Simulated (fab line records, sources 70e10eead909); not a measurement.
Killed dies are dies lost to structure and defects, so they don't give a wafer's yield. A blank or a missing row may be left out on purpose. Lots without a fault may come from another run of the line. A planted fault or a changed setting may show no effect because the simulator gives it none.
Which tool did it? | flow nand_harc | 11 lots, 33 wafers sampled, at 1 step of a route of 1159

WHAT THE GAUGES READ, wafer by wafer
NHARC_P_CONTACT_CD_MEAS_12: target cd 90 nm.
lot  | measured     | on        | cd_nm (nm)
L909 | day 5 10:53  | cd_sem-03 | 90.2 90.2 90.5
L910 | day 5 17:52  | cd_sem-01 | 89.8 89.9 89.7
L912 | day 6 05:26  | cd_sem-02 | 91.0 90.0 91.2
L911 | day 6 05:58  | cd_sem-03 | 89.2 89.5 89.7
L913 | day 6 16:05  | cd_sem-01 | 89.9 89.9 89.7
L914 | day 6 16:38  | cd_sem-02 | 89.6 90.0 89.7
L915 | day 7 08:51  | cd_sem-03 | 90.6 90.0 90.3
L920 | day 8 19:11  | cd_sem-02 | 90.5 90.5 90.0
L923 | day 9 03:21  | cd_sem-03 | 90.7 90.0 90.4
L930 | day 10 15:11 | cd_sem-02 | 90.1 90.4 89.8
L931 | day 11 01:01 | cd_sem-03 | 90.0 90.2 90.4

WHICH TOOL RAN EACH LOT (tool, then ch and the chambers of the sampled wafers, then the start)
The record holds no process step before these readings.

THE ANSWER, worked out from the rows above alone
Rule: what is usual is taken from the lots themselves. Put in order of their means at a reading, lots are off if they are a third of the lots or fewer, leave a main group of 4 or more, and stand apart from it by a gap of 3 or more times the standard deviation of the main group's means; of several such gaps the widest counts. A main group whose means are all the same, to the digits that the tables above print for the reading, isn't used. A lot without any number at a reading at which 4 lots or more have one is off too. The other lots that the step has rows for count as sound.
No lot is off at any reading shown: from this, nothing can be told.

WHAT THE SIMULATOR HAD PUT IN
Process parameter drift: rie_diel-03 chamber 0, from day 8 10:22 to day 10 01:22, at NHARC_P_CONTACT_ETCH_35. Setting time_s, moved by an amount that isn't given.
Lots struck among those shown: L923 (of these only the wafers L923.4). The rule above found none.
